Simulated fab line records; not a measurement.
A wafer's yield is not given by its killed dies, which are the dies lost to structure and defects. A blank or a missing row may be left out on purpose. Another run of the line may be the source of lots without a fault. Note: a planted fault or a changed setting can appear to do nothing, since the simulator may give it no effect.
Matching of chambers	flow nand_harc	NHARC_A_CONTACT_DEP_24 on pecvd-02: 3 sister chambers
The step deposits SiO2, target thk 500 nm. 6 wafers are shown with their chamber, then 7 later ones without.

## EACH WAFER AND ITS CHAMBER
wafer	chamber	throttle_valve_pct (%)	heater_power_w (W)
L549.1	0	16.0	765
L549.4	2	16.6	546
L550.3	0	16.0	854
L550.4	1	16.1	662
L553.4	1	16.2	584
L553.6	2	16.7	556

## WAFERS WITH NO CHAMBER GIVEN
wafer	throttle_valve_pct (%)	heater_power_w (W)
L551.1	16.6	651
L551.4	16.0	654
L554.1	16.0	525
L554.4	16.3	570
L563.1	17.0	616
L563.2	16.1	643
L563.5	16.9	652

## CHAMBER TAKEN BY EACH
wafer	from the rows above	in truth
L551.1	2	2
L551.4	can't be placed: 1 or 0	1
L554.1	1	1
L554.4	1	1
L563.1	2	2
L563.2	1	1
L563.5	2	2
Placed correctly: 6 of 7. Unplaceable from these rows: 1, with the true chamber sitting among the candidates in 1. Number placed wrongly: 0.
How it was worked out, from the rows above alone: a wafer's distance from a chamber is the root of the sum, over the readings, of the square of ((its reading less the chamber's mean) divided by the reading's scatter). If the next closest chamber is less than 2 further off than the closest, the wafer can't be placed; otherwise it belongs to the closest. The mean given for a chamber averages the wafers shown for that chamber. The scatter: take each reading less its chamber's mean, square it, sum over the shown wafers, divide by the number of wafers less the number of chambers, and take the root.
